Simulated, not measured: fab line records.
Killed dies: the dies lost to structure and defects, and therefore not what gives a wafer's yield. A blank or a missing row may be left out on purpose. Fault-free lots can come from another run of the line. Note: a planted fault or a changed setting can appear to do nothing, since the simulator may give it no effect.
Matching of chambers :: flow n5Finfet :: N5_BEOL_M15_ETCH_61 on rieDiel-01 has 4 sister chambers
The step etches BARC in N2/H2, target depth 89 nm, overetch 26.7 nm, time 67.9 s. 16 wafers are shown with their chamber, then 8 later ones without.

## EACH WAFER AND ITS CHAMBER
wafer: L076.1
chamber: 0
showerheadPlenumPTorr (Torr): 2.42
drypumpMotorCurrentA (A): 5.42
throttleValvePct (%): 17.96

wafer: L076.2
chamber: 3
showerheadPlenumPTorr (Torr): 2.56
drypumpMotorCurrentA (A): 5.16
throttleValvePct (%): 17.93

wafer: L076.4
chamber: 0
showerheadPlenumPTorr (Torr): 2.42
drypumpMotorCurrentA (A): 5.43
throttleValvePct (%): 17.96

wafer: L075.1
chamber: 0
showerheadPlenumPTorr (Torr): 2.42
drypumpMotorCurrentA (A): 5.44
throttleValvePct (%): 17.97

wafer: L075.2
chamber: 3
showerheadPlenumPTorr (Torr): 2.56
drypumpMotorCurrentA (A): 5.15
throttleValvePct (%): 17.96

wafer: L075.3
chamber: 1
showerheadPlenumPTorr (Torr): 2.60
drypumpMotorCurrentA (A): 5.48
throttleValvePct (%): 17.40

wafer: L077.2
chamber: 0
showerheadPlenumPTorr (Torr): 2.42
drypumpMotorCurrentA (A): 5.42
throttleValvePct (%): 17.97

wafer: L077.3
chamber: 3
showerheadPlenumPTorr (Torr): 2.56
drypumpMotorCurrentA (A): 5.16
throttleValvePct (%): 17.94

wafer: L077.5
chamber: 1
showerheadPlenumPTorr (Torr): 2.60
drypumpMotorCurrentA (A): 5.49
throttleValvePct (%): 17.39

wafer: L078.2
chamber: 0
showerheadPlenumPTorr (Torr): 2.42
drypumpMotorCurrentA (A): 5.44
throttleValvePct (%): 17.98

wafer: L078.3
chamber: 2
showerheadPlenumPTorr (Torr): 2.59
drypumpMotorCurrentA (A): 5.76
throttleValvePct (%): 17.86

wafer: L078.6
chamber: 3
showerheadPlenumPTorr (Torr): 2.56
drypumpMotorCurrentA (A): 5.17
throttleValvePct (%): 17.94

wafer: L081.3
chamber: 3
showerheadPlenumPTorr (Torr): 2.56
drypumpMotorCurrentA (A): 5.15
throttleValvePct (%): 17.96

wafer: L081.4
chamber: 2
showerheadPlenumPTorr (Torr): 2.59
drypumpMotorCurrentA (A): 5.77
throttleValvePct (%): 17.90

wafer: L081.5
chamber: 0
showerheadPlenumPTorr (Torr): 2.42
drypumpMotorCurrentA (A): 5.41
throttleValvePct (%): 17.97

wafer: L087.1
chamber: 3
showerheadPlenumPTorr (Torr): 2.55
drypumpMotorCurrentA (A): 5.17
throttleValvePct (%): 17.96

SIGNATURES, as means of the wafers listed above
reading: showerheadPlenumPTorr
chamber 0: 2.4200
chamber 1: 2.6000
chamber 2: 2.5900
chamber 3: 2.5583
scatter within a chamber: 0.00264

reading: drypumpMotorCurrentA
chamber 0: 5.4267
chamber 1: 5.4850
chamber 2: 5.7650
chamber 3: 5.1600
scatter within a chamber: 0.0101

reading: throttleValvePct
chamber 0: 17.9683
chamber 1: 17.3950
chamber 2: 17.8800
chamber 3: 17.9483
scatter within a chamber: 0.013
Rule: distance of a wafer from a chamber = root of the sum over the readings of ((wafer's reading minus chamber's mean) / reading's scatter) squared. The wafer belongs to the nearest chamber; if the next one is less than 2 further off, it can't be placed. How the scatter is found: for the shown wafers, subtract from each reading the mean of its chamber, square and add these, divide the total by (wafers less chambers), then take the root.

## WAFERS MISSING THEIR CHAMBER
wafer: L087.5
showerheadPlenumPTorr (Torr): 2.42
drypumpMotorCurrentA (A): 5.43
throttleValvePct (%): 18.00

wafer: L087.6
showerheadPlenumPTorr (Torr): 2.55
drypumpMotorCurrentA (A): 5.14
throttleValvePct (%): 17.96

wafer: L091.1
showerheadPlenumPTorr (Torr): 2.58
drypumpMotorCurrentA (A): 5.75
throttleValvePct (%): 17.91

wafer: L091.4
showerheadPlenumPTorr (Torr): 2.41
drypumpMotorCurrentA (A): 5.42
throttleValvePct (%): 18.02

wafer: L091.5
showerheadPlenumPTorr (Torr): 2.41
drypumpMotorCurrentA (A): 5.43
throttleValvePct (%): 18.02

wafer: L094.1
showerheadPlenumPTorr (Torr): 2.55
drypumpMotorCurrentA (A): 5.17
throttleValvePct (%): 18.00

wafer: L094.2
showerheadPlenumPTorr (Torr): 2.58
drypumpMotorCurrentA (A): 5.50
throttleValvePct (%): 17.45

wafer: L094.6
showerheadPlenumPTorr (Torr): 2.58
drypumpMotorCurrentA (A): 5.49
throttleValvePct (%): 17.45

## WHICH CHAMBER EACH WENT THROUGH
wafer: L087.5
from the rows above: 0
in truth: 0

wafer: L087.6
from the rows above: 3
in truth: 3

wafer: L091.1
from the rows above: 2
in truth: 2

wafer: L091.4
from the rows above: 0
in truth: 0

wafer: L091.5
from the rows above: 0
in truth: 0

wafer: L094.1
from the rows above: 3
in truth: 3

wafer: L094.2
from the rows above: 1
in truth: 1

wafer: L094.6
from the rows above: 1
in truth: 1
Correct placement for 8 of the 8. From these rows, 0 cannot be placed. 0 placed wrongly.
